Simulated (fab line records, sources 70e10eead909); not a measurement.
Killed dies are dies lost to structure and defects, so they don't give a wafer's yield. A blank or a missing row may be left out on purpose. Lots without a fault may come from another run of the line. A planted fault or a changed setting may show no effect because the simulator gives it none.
Problem report in the 8D (eight disciplines) form, filled by code | flow nand_harc | the parts of the form that need people (team, actions taken, sign-off) are left out

1. THE PROBLEM
killed_at_other at NHARC_END_SORT_01 reads a mean of 83.2 on 6 wafers of 2 lots; wafers without a fault read 0.8 with a standard deviation of 1. That is +82 standard deviations from the usual mean.
First seen on wafer L985.2, day 23 00:31, on prober-01. The record holds 18 wafers of 6 lots with a number at this step. Rule for "out", or "out of limits": more than 4 standard deviations from the usual mean. The other wafers with a number count as sound.

2. WHAT IT IS AND WHAT IT IS NOT
question                    | is                                                                                                              | is not
which readings at this step | killed_at_other, defect_limited_yield, killed_dies, sort_bin_2_pct, sort_bin_3_pct, sort_n_pass, sort_yield_pct | killed_at_array, killed_at_periphery, killed_short
which lots                  | L985, L987                                                                                                      | L969, L981, L984, L991
which wafers of those lots  | all that have a number                                                                                          | -
read on which gauges        | prober-01                                                                                                       | prober-02
when                        | from day 23 00:31                                                                                               | up to then (8 sound wafers); but 4 sound wafers of L984, L991 came after

3. SUSPECTS, AND WHAT RULES EACH OUT
Counting: a tool at a process step up to the reading stays a suspect if it ran every lot that is out and no sound lot after the first of them.
- the gauge at NHARC_END_SORT_01: kept. All the wafers that are out were read on prober-01, and no step on other tools shows them out.
- plasma_asher-02 at NHARC_THIN_TSV_STRIP_62 (strips in N2/H2, time 20 s): kept. It ran every lot that is out, first L985 (day 22 07:25), and no sound lot after that; its last sound lot up to then is L981 (day 22 01:17).
- plasma_asher-01 at NHARC_THIN_TSV_STRIP_56 (strips in O2): ruled out as a lasting fault. Sound lots L984 ran on it after its first lot that is out, L985 (day 22 11:25).
Left after counting: plasma_asher-02 at NHARC_THIN_TSV_STRIP_62, prober-01 at NHARC_END_SORT_01.

4. THE CAUSE (what the simulator had put in)
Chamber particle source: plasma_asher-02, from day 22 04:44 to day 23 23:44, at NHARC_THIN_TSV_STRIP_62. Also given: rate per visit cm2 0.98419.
Counting left 2 suspects, and this tool is among them.

5. THE CHAIN OF EFFECTS, in route order
Each row: a reading whose mean over the struck wafers that have a number lies more than 3 standard deviations from the usual. Only readings for which the record gives a usual standard deviation are gone through. hours: the time from each lot's start at the first step in this table that gives one to its start at this step, as a median over the lots. sigmas: the change in usual standard deviations.
hours | step              | reading              | usual  | on struck wafers | change | sigmas
0     | NHARC_END_SORT_01 | defect_limited_yield | 95.7 % | 83.7             | -12.0  | -8.0
0     | NHARC_END_SORT_01 | killed_at_other      | 0.8    | 83.2             | +82.4  | +82
0     | NHARC_END_SORT_01 | killed_dies          | 29     | 110              | +81    | +8.2
0     | NHARC_END_SORT_01 | sort_bin_2_pct       | 1.3 %  | 6.8              | +5.5   | +10
0     | NHARC_END_SORT_01 | sort_bin_3_pct       | 0.23 % | 3.52             | +3.29  | +16
0     | NHARC_END_SORT_01 | sort_bin_4_pct       | 2.8 %  | 6.0              | +3.2   | +3.2
0     | NHARC_END_SORT_01 | sort_n_pass          | 648    | 567              | -81    | -8.2
0     | NHARC_END_SORT_01 | sort_yield_pct       | 95.7 % | 83.7             | -12.0  | -8.0

6. WHAT WOULD HAVE CAUGHT IT SOONER
In this record the first reading out of limits at a measuring or inspecting step was taken at day 23 00:31, 20 hours after the fault began at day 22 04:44.
Of the tool readings at NHARC_THIN_TSV_STRIP_62 for which the record gives a usual standard deviation, none was out on any struck wafer, so an alarm limit of 4 standard deviations on them would not have fired.
Of the lots that are out (2), L987 began NHARC_THIN_TSV_STRIP_62 on plasma_asher-02 after day 23 00:31. A hold on the tool at that time would have spared it.
